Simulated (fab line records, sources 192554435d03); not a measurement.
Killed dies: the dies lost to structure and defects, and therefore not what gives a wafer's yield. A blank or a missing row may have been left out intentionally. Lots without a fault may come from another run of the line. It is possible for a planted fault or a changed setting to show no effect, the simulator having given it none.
Chamber matching ; flow n5Finfet ; 4 sister chambers for N5_BEOL_M2_ETCH_70 on rieDiel-01
The step etches SOC in N2/H2, target depth 80 nm, overetch 24 nm, time 130 s. 27 wafers are shown with their chamber, then 12 later ones without.

== EACH WAFER AND ITS CHAMBER ==
wafer;chamber;throttleValvePct (%);showerheadPlenumPTorr (Torr);drypumpMotorCurrentA (A)
L076.1;2;17.72;2.46;5.3
L076.2;1;17.91;2.51;5.7
L076.4;0;18.24;2.52;6.2
L080.1;0;18.24;2.52;6.2
L080.2;2;17.73;2.45;5.3
L080.3;1;17.96;2.50;5.6
L080.4;3;17.53;2.46;5.3
L080.5;1;17.94;2.51;5.6
L080.6;2;17.74;2.45;5.3
L081.2;1;17.94;2.50;5.7
L081.3;2;17.73;2.45;5.3
L081.4;0;18.24;2.52;6.2
L082.2;1;17.94;2.50;5.7
L082.4;2;17.74;2.45;5.2
L082.6;1;17.94;2.50;5.6
L084.2;0;18.27;2.52;6.2
L084.4;3;17.54;2.46;5.4
L084.5;1;17.95;2.50;5.7
L085.1;0;18.25;2.52;6.2
L085.3;1;17.96;2.50;5.6
L085.5;0;18.26;2.52;6.2
L086.2;0;18.26;2.52;6.2
L086.3;3;17.53;2.46;5.4
L086.6;0;18.28;2.52;6.1
L087.1;3;17.54;2.45;5.4
L087.3;2;17.75;2.45;5.3
L087.6;0;18.25;2.52;6.2

SIGNATURES, as means of the wafers listed above
reading;chamber 0;chamber 1;chamber 2;chamber 3;scatter within a chamber
throttleValvePct;18.2544;17.9425;17.7350;17.5350;0.0132
showerheadPlenumPTorr;2.5200;2.5025;2.4517;2.4575;0.00366
drypumpMotorCurrentA;6.189;5.650;5.283;5.375;0.0441
Rule: distance of a wafer from a chamber = root of the sum over the readings of ((wafer's reading minus chamber's mean) / reading's scatter) squared. The wafer belongs to the nearest chamber; if the next one is less than 2 further off, it can't be placed. The scatter: take each reading less its chamber's mean, square it, sum over the shown wafers, divide by the number of wafers less the number of chambers, and take the root.

== WAFERS MISSING THEIR CHAMBER ==
wafer;throttleValvePct (%);showerheadPlenumPTorr (Torr);drypumpMotorCurrentA (A)
L093.1;17.78;2.44;5.3
L093.3;17.57;2.45;5.4
L093.4;17.76;2.44;5.3
L091.2;17.78;2.44;5.3
L091.5;17.97;2.49;5.7
L091.6;17.78;2.44;5.3
L094.1;17.98;2.49;5.7
L094.5;17.98;2.49;5.6
L094.6;17.79;2.44;5.3
L095.3;17.77;2.44;5.3
L095.4;18.00;2.49;5.6
L095.6;17.59;2.45;5.4

== EACH ONE'S CHAMBER ==
wafer;from the rows above;in truth
L093.1;2;2
L093.3;3;3
L093.4;2;2
L091.2;2;2
L091.5;1;1
L091.6;2;2
L094.1;1;1
L094.5;1;1
L094.6;2;2
L095.3;2;2
L095.4;1;1
L095.6;3;3
Placed correctly: 12 of 12. From these rows, 0 cannot be placed. 0 placed wrongly.
